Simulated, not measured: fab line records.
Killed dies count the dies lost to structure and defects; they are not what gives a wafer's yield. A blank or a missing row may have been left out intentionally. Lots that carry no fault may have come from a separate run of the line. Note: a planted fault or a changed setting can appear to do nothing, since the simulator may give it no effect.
fab line records    flow nand_harc
[record] lots = 7  wafers = 19  last_day = 25
route steps=1159 shown A_WL_FILL@811
lots untouched by any fault: they come from a run of this same line in which no faults occurred
start_h: the number of hours between the record's first day and the start of the first shown wafer of the lot    wait_h: hours from the lot's prior step to this one    " unchanged from the row above    L1.1+2: a single row standing in for several wafers    - value missing, or start not given    * or withheld: withheld    < > ~ a bound
route shown NAME@n: NAME is a module with steps in the file, n the number in the route of the first one    usual: the fault-free wafers' mean and standard deviation    same: alike in all rows    chamber/n: place in a boat    sites: readings site by site    _std_site: standard deviation across them    _edge_site: the outer-site mean with the inner-site mean subtracted    radius_mm: how far each site lies from the wafer's centre    mask NAME#n: copy n    behind: the tool/chamber that last shaped the wafer    hold: the reason the lot was held/the length of the hold in hours/how it ended    device: the transistor (n, p or np) that didn't switch    end of line: the tests these same wafers got at the end of their route    a step with no rows: only its recipe    killed: at the first sort, the dies lost to defects and structure; wafer yield is something else    map: the dies of a wafer, with x for killed, . for not killed, _ for no die there
set.NAME: the setting as run; set.NAME@STEP: as run at that earlier step    model.NAME: the simulator's own value behind a step, which no gauge read
certain route steps with their lots: each step a table, each wafer a row
services: when a tool's chamber went out of use (start_h, in hours from the record's first day, below 0 if earlier), for how many hours, and the reason
[[steps]]
[step NHARC_A_WL_FILL_ALD_02]
[recipe] target_thk_a = 20  pulse_time_s = 3  ald_cycles = 100  temp_c = 450  material = TiN
[step NHARC_A_WL_FILL_CVD_03]
[recipe] target_thk_a = 400  temp_c = 300  pressure_torr = 40  wf6_flow_sccm = 40  h2_flow_sccm = 1600  ar_flow_sccm = 1560  time_s = 3302  material = W
[usual] heater_power_w = 428/68  throttle_valve_pct = 7.95/0.22
lot.wafer  tool      chamber  start_h  wait_h  heater_power_w  since_wet_clean_h  throttle_valve_pct
L769.1     cvd_w-01  1        345.97   0.1     336             39                 7.96
L769.2     "         0        "        "       471             40                 7.98
L769.6     "         1        347.87   2.0     333             -                  8.11
L770.2     cvd_w-02  0        353.96   0.1     485             139                7.47
L770.4     "         1        355.39   1.5     431             -                  7.93
L770.5     "         1        "        "       424             -                  7.72
L778.2     cvd_w-02  1        404.47   9.1     427             5                  7.60
L778.1     "         0        "        "       503             5                  7.78
L779.1     cvd_w-02  1        435.70   0.1     426             36                 7.81
L779.3     "         0        437.14   1.5     512             -                  7.89
L779.5     "         0        "        "       525             -                  7.71
L780.2     cvd_w-02  1        438.58   2.7     417             39                 7.87
L780.1     "         0        "        "       506             39                 7.80
L782.1     cvd_w-01  1        452.75   0.1     339             146                8.30
L782.4     "         1        455.56   2.9     344             -                  8.02
L782.6     "         1        457.44   4.7     336             -                  8.18
L790.2     cvd_w-02  0        472.93   2.0     517             73                 7.75
L790.3     "         1        "        "       437             -                  7.67
L790.6     "         1        "        "       435             -                  7.90
[step NHARC_A_WL_FILL_ETCHBACK_04]
[recipe] target_depth_a = 600  time_s = 120  chemistry = NF3
[step NHARC_A_WL_FILL_ETCHBACK_05]
[recipe] target_depth_a = 220  time_s = 60  temp_c = 40  chemistry = Cl2/BCl3
[usual] chamber_pressure_mTorr = 10.000/0.0092  drypump_motor_current_A = 5.8/0.43  oes_product_au = 1.003/0.011  run_length_s = 81.5/0.36
lot.wafer  tool          chamber  start_h  wait_h  chamber_pressure_mTorr  drypump_motor_current_A  oes_product_au  rf_hours_counter_h  run_length_s
L769.1     rie_metal-02  1        349.64   0.3     10.001                  6.5                      0.999           3.3                 81.7
L769.2     "             0        "        "       10.020                  5.1                      0.999           3.3                 81.3
L769.6     "             0        "        "       10.010                  5.1                      0.988           -                   81.2
L770.2     rie_metal-03  0        357.55   0.2     9.992                   5.6                      1.026           1.8                 81.7
L770.4     "             1        "        "       10.017                  5.7                      0.991           -                   80.9
L770.5     "             0        "        "       10.005                  5.5                      1.027           -                   81.7
L778.2     rie_metal-03  0        408.04   0.2     9.993                   5.5                      1.032           2.9                 81.1
L778.1     "             1        "        "       9.988                   5.7                      1.001           2.9                 81.4
L779.1     rie_metal-01  0        439.33   0.2     10.002                  5.9                      1.006           2.3                 82.2
L779.3     "             1        "        "       10.010                  5.8                      0.982           -                   81.6
L779.5     "             0        "        "       10.009                  5.9                      1.011           -                   82.1
L780.1     rie_metal-03  0        442.18   0.2     10.004                  5.6                      1.026           3.5                 81.3
L780.2     "             1        "        "       9.986                   5.7                      0.988           3.5                 81.0
L782.1     rie_metal-02  1        459.12   0.2     9.991                   6.5                      0.994           1.6                 81.2
L782.4     "             1        "        "       10.012                  6.5                      0.989           -                   81.2
L782.6     "             1        "        "       9.983                   6.5                      0.999           -                   81.2
L790.2     rie_metal-03  0        476.00   0.2     9.988                   5.5                      1.013           0.4                 81.6
L790.3     "             1        "        "       9.999                   5.7                      1.004           -                   81.1
L790.6     "             0        "        "       10.005                  5.5                      1.020           -                   81.1
[step NHARC_A_WL_FILL_STRIP_27]
[recipe] power_w = 1500  temp_c = 250  time_s = 20  chemistry = N2/H2
[usual] drypump_motor_current_A = 5.9/0.47  heater_power_w = 326/53
lot.wafer  tool             chamber  start_h  wait_h  drypump_motor_current_A  heater_power_w  rf_hours_counter_h
L769.2     plasma_asher-01  1        349.89   0.2     5.9                      418             23
L769.1     "                0        "        "       5.5                      353             23
L769.6     "                1        "        "       5.9                      415             -
L770.2     plasma_asher-01  0        357.71   0.1     5.5                      352             26
L770.4     "                1        "        "       6.0                      420             -
L770.5     "                1        "        "       6.0                      407             -
L778.2     plasma_asher-02  0        408.18   0.1     5.6                      298             14
L778.1     "                1        "        "       6.6                      269             14
L779.1     plasma_asher-01  1        439.49   0.1     5.9                      413             60
L779.3     "                0        "        "       5.5                      353             -
L779.5     "                1        "        "       6.0                      412             -
L780.2     plasma_asher-01  0        442.77   0.6     5.5                      347             62
L780.1     "                1        "        "       5.9                      404             62
L782.1     plasma_asher-02  1        459.60   0.5     6.6                      266             33
L782.4     "                0        "        "       5.6                      300             -
L782.6     "                1        "        "       6.7                      265             -
L790.2     plasma_asher-01  1        476.17   0.2     5.9                      400             7
L790.3     "                0        "        "       5.5                      357             -
L790.6     "                1        "        "       6.0                      404             -
[step NHARC_A_WL_FILL_STRIP_28]
[recipe] time_s = 1200  temp_c = 72.5  chemistry = post_etch_residue_remover
[step NHARC_A_WL_FILL_PRECLEAN_06]
[recipe] time_s = 300  chemistry = DIW
[step NHARC_A_WL_FILL_SRD_07]
[step NHARC_A_WL_FILL_ANNEAL_08]
[recipe] temp_c = 450  time_s = 1800
[step NHARC_A_WL_FILL_ALD_10]
[recipe] target_thk_a = 500  pulse_time_s = 10  ald_cycles = 500  temp_c = 300  material = SiO2
[usual] heater_power_w = 462/44  precursor_pulse_height_rel = 1.001/0.021
[same] ald_cycles = 500
lot.wafer  tool       chamber  start_h  wait_h  heater_power_w  precursor_pulse_height_rel  since_wet_clean_h
L769.2     ald_hk-03  2        355.55   0.6     448             1.030                       21
L769.1     "          3        "        "       426             1.006                       22
L769.6     "          1        357.07   2.1     481             0.980                       -
L770.2     ald_hk-01  2        364.11   1.1     477             1.019                       125
L770.4     "          3        "        "       503             1.007                       125
L770.5     "          2        366.17   3.2     475             1.018                       -
L778.2     ald_hk-02  0        413.00   0.1     522             0.960                       124
L778.1     "          2        414.02   1.1     506             1.034                       125
L779.3     ald_hk-02  3        446.73   1.1     407             0.958                       158
L779.1     "          0        "        "       522             0.991                       158
L779.5     "          1        "        "       522             1.000                       -
L780.2     ald_hk-01  3        449.22   3.6     476             0.976                       31
L780.1     "          1        450.25   4.6     403             0.990                       32
L782.1     ald_hk-03  1        465.50   3.1     505             0.966                       131
L782.4     "          3        466.51   4.1     433             0.966                       132
L782.6     "          1        467.53   5.2     486             1.011                       -
L790.3     ald_hk-01  1        479.33   0.6     410             1.025                       61
L790.2     "          2        "        "       485             0.979                       61
L790.6     "          1        481.35   2.6     397             0.972                       -
[step NHARC_A_WL_FILL_ETCHBACK_16]
[recipe] target_depth_a = 880  time_s = 17.6  c4f8_flow_sccm = withheld  o2_flow_sccm = 8  ar_flow_sccm = withheld  rf_w = 600  bias_w = 800  chemistry = C4F8/O2/Ar
[usual] bias_w = 799.9/2.4  chamber_pressure_mTorr = 25.002/0.022  oes_product_au = 0.988/0.023  rf_vpp_V = 724/3.6  run_length_s = 38.9/0.48
lot.wafer  tool         chamber  start_h  wait_h  bias_w  chamber_pressure_mTorr  oes_product_au  rf_hours_counter_h  rf_vpp_V  run_length_s
L769.2     rie_diel-06  0        359.63   -       793.7   24.957                  0.984           7.0                 722       38.8
L769.1     "            3        "        "       801.5   24.999                  1.003           8.1                 718       39.6
L769.6     "            3        "        "       799.4   24.998                  1.001           -                   717       39.6
L770.4     rie_diel-09  1        368.76   -       796.4   24.963                  0.993           3.8                 730       38.4
L770.2     "            3        "        "       796.5   25.000                  0.974           3.6                 731       38.9
L770.5     "            1        "        "       797.5   25.043                  0.995           -                   730       38.4
L778.2     rie_diel-09  2        417.61   -       -       24.968                  0.986           3.5                 726       25.0
L778.1     "            0        "        "       -       24.963                  0.929           4.8                 724       24.6
L779.1     rie_diel-09  0        450.31   -       -       25.005                  0.998           0.0                 725       24.9
L779.3     "            2        "        "       797.8   24.975                  0.997           0.0                 726       38.8
L779.5     "            3        "        "       795.1   25.018                  0.999           -                   730       38.9
L780.1     rie_diel-09  2        453.35   -       -       24.995                  1.002           0.1                 727       25.7
L780.2     "            0        "        "       -       24.956                  1.004           0.1                 726       25.2
L782.4     rie_diel-06  1        470.10   -       801.7   25.013                  0.994           3.2                 720       38.6
L782.1     "            2        "        "       801.3   24.968                  0.993           3.5                 723       38.5
L782.6     "            0        "        "       797.6   25.007                  1.008           -                   722       38.9
L790.3     rie_diel-06  3        483.42   -       799.4   25.011                  1.009           3.6                 718       39.5
L790.2     "            0        "        "       798.3   25.015                  1.010           4.3                 723       38.8
L790.6     "            1        "        "       797.0   24.979                  1.004           -                   721       38.3
[step NHARC_A_WL_FILL_STRIP_29]
[recipe] time_s = 20  o2_flow_sccm = 500  ar_flow_sccm = 0  bias_w = 0  chemistry = O2
[usual] chamber_pressure_mTorr = 60.00/0.049  drypump_motor_current_A = 5.7/0.44  oes_product_au = 0.995/0.0089  rf_vpp_V = 57.8/0.91  showerhead_plenum_p_Torr = 3.55/0.12  throttle_valve_pct = 17.036/0.0092
[same] bias_w = 0
lot.wafer  tool         chamber  start_h  wait_h  chamber_pressure_mTorr  drypump_motor_current_A  oes_product_au  rf_hours_counter_h  rf_vpp_V  showerhead_plenum_p_Torr  throttle_valve_pct
L769.2     rie_diel-06  0        359.75   0.1     59.97                   5.5                      0.988           7.0                 58.5      3.50                      17.030
L769.1     "            3        "        "       59.92                   5.4                      0.996           8.1                 58.2      3.34                      17.055
L769.6     "            3        "        "       59.93                   5.5                      0.991           -                   57.2      3.34                      17.038
L770.4     rie_diel-09  2        368.85   0.1     59.98                   5.8                      0.996           2.3                 58.2      3.67                      17.053
L770.2     "            0        "        "       60.13                   6.0                      0.999           3.5                 58.3      3.58                      17.050
L770.5     "            3        "        "       60.14                   4.7                      0.988           -                   57.0      3.75                      17.042
L778.1     rie_diel-09  2        417.71   0.1     59.94                   5.8                      0.986           3.5                 57.4      3.67                      17.044
L778.2     "            3        "        "       59.91                   4.7                      0.983           4.8                 59.0      3.74                      17.046
L779.3     rie_diel-09  2        450.43   0.1     60.02                   5.8                      0.996           0.0                 59.3      3.67                      17.035
L779.1     "            3        "        "       60.02                   4.7                      0.995           0.0                 57.4      3.74                      17.036
L779.5     "            0        "        "       60.04                   6.0                      1.017           -                   57.7      3.58                      17.039
L780.2     rie_diel-09  3        453.47   0.1     59.99                   4.7                      0.989           0.1                 58.5      3.74                      17.032
L780.1     "            0        "        "       59.96                   6.0                      1.009           0.1                 59.2      3.58                      17.034
L782.1     rie_diel-06  2        470.19   0.1     60.01                   5.9                      0.988           3.5                 57.0      3.45                      17.030
L782.4     "            0        "        "       59.98                   5.5                      1.006           3.3                 57.2      3.49                      17.051
L782.6     "            2        "        "       60.05                   6.0                      0.988           -                   58.0      3.45                      17.026
L790.2     rie_diel-06  0        483.50   0.1     60.03                   5.4                      1.008           4.3                 57.7      3.49                      17.043
L790.3     "            1        "        "       59.98                   6.1                      0.994           4.3                 56.9      3.44                      17.047
L790.6     "            3        "        "       59.90                   5.5                      1.012           -                   56.7      3.33                      17.028
[[services]]
tool             chamber  start_h  hours  kind
rie_metal-01     -        332.00   9.0    pm
rie_diel-09      0        336.62   -      clean
rie_diel-09      -        349.39   0.9    repair
rie_diel-06      1        357.15   8.1    repair
plasma_asher-02  -        360.54   9.0    pm
cvd_w-01         0        361.18   12.0   repair
rie_diel-06      3        376.75   9.8    repair
cvd_w-02         -        387.19   13.0   pm
rie_metal-02     -        388.00   9.0    pm
rie_diel-06      1        401.28   1.9    repair
rie_diel-06      -        403.74   0.7    repair
rie_diel-09      -        409.63   0.5    repair
rie_diel-06      -        418.33   9.0    pm
rie_diel-09      -        431.10   9.0    pm
plasma_asher-02  -        434.89   1.0    repair
rie_diel-06      3        436.01   8.0    repair
rie_diel-09      1        441.60   13.5   repair
cvd_w-01         0        444.03   12.0   repair
cvd_w-01         1        447.00   1.7    repair
cvd_w-02         1        449.08   3.4    repair
rie_metal-03     -        453.00   9.0    pm
plasma_asher-01  -        453.18   9.0    pm
ald_hk-02        -        458.22   10.0   pm
cvd_w-01         -        477.88   13.0   pm
[[key]]
[first_sign] step = NHARC_A_WL_FILL_ETCHBACK_16  reading = run_length_s  direction = down  sigmas = 29  usual = *  struck = *
effect none on later readings
met_at NHARC_A_WL_FILL_ETCHBACK_16
struck_wafers L778.1,L778.2,L779.1,L780.1,L780.2
later_rows_left_out L778.1,L778.2,L779.1,L780.1,L780.2
sort_left_out L778.1,L778.2,L779.1,L780.1,L780.2
tester_left_out L778,L779,L780
onset_between 368.76 417.61
[fault] kind = process_parameter_drift  tool = rie_diel-09  chamber = -  onset_h = 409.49  steps = NHARC_A_WL_FILL_ETCHBACK_16  channel = time_s  offset = *  shape = step  end_h = 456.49  scope = struck_wafers_only  acts_in = *  stated = *
// tester_left_out: of these lots the tester's yield and bins aren't shown, on N5 and GAA mostly nor the transistor test; their killed dies are dies lost to structure and defects alone, not to doping, threshold or leakage, so they don't give the yield
// sort_left_out: the simulated sort isn't trusted on such a fault, so these wafers' sort isn't shown, and their yield isn't known
// later_rows_left_out: the simulator's readings of these wafers behind a module that went badly wrong aren't trusted and aren't shown, but for the sort
